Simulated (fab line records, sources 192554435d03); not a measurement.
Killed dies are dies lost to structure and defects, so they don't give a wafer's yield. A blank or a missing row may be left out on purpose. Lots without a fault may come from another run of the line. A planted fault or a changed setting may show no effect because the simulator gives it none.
Problem report in the 8D (eight disciplines) form, filled by code | flow n5_finfet | the parts of the form that need people (team, actions taken, sign-off) are left out

1. THE PROBLEM
run_length_s at N5_BEOL_M4_CVD_47 reads a mean of 250.0 s on 3 wafers of 2 lots; wafers without a fault read 246.7 s with a standard deviation of 0.59. That is +5.5 standard deviations from the usual mean.
The step: deposits Co from CCTBA/H2, target thk 3 nm, time 223.8 s.
First seen on wafer L271.1, day 11 18:52, on cvd_co-02. The record holds 18 wafers of 6 lots with a number at this step. Rule for "out", or "out of limits": more than 4 standard deviations from the usual mean. The other wafers with a number count as sound.

2. WHAT IT IS AND WHAT IT IS NOT
question                    | is                     | is not
which readings at this step | run_length_s           | -
which lots                  | L271, L273             | L258, L265, L278, L279
which wafers of those lots  | L271.1, L271.2, L273.1 | L271.3, L273.5, L273.6
read on which tools         | cvd_co-02              | cvd_co-01
when                        | from day 11 18:52      | up to then (7 sound wafers); but 8 sound wafers of L273, L278, L279 came after

3. SUSPECTS, AND WHAT RULES EACH OUT
Counting: a tool at a process step up to the reading stays a suspect if it ran every lot that is out. Sound lots after the first of them don't rule it out here, since some wafers of a struck lot are sound.
- cvd_co-02 at N5_BEOL_M4_CVD_47 (deposits Co from CCTBA/H2, target thk 3 nm, time 223.8 s): kept. It ran every lot that is out, first L271 (day 11 18:52); its last sound lot up to then is L258 (day 8 22:20). Its own readings are out on those wafers: run_length_s.
Left after counting: cvd_co-02 at N5_BEOL_M4_CVD_47.

4. THE CAUSE (what the simulator had put in)
Process parameter drift: cvd_co-02, from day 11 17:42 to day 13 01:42, at N5_BEOL_M4_CVD_47. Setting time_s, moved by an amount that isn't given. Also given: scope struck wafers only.
Counting left only this tool.

5. THE CHAIN OF EFFECTS, in route order
Each row: a reading whose mean over the struck wafers that have a number lies more than 3 standard deviations from the usual. Only readings for which the record gives a usual standard deviation are gone through. hours: the time from each lot's start at the first step in this table that gives one to its start at this step, as a median over the lots. sigmas: the change in usual standard deviations.
hours | step              | reading      | usual   | on struck wafers | change | sigmas
0     | N5_BEOL_M4_CVD_47 | run_length_s | 246.7 s | 250.0            | +3.3   | +5.5
The process steps in it:
- N5_BEOL_M4_CVD_47: deposits Co from CCTBA/H2, target thk 3 nm, time 223.8 s.
Later measuring or inspecting steps at which every struck wafer that the step has a row for has a number for every such reading, and none has moved that far: N5_BEOL_M4_RC_MEAS_101.

6. WHAT WOULD HAVE CAUGHT IT SOONER
In this record the first reading out of limits was taken at day 11 18:52, 1 hour after the fault began at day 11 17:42.
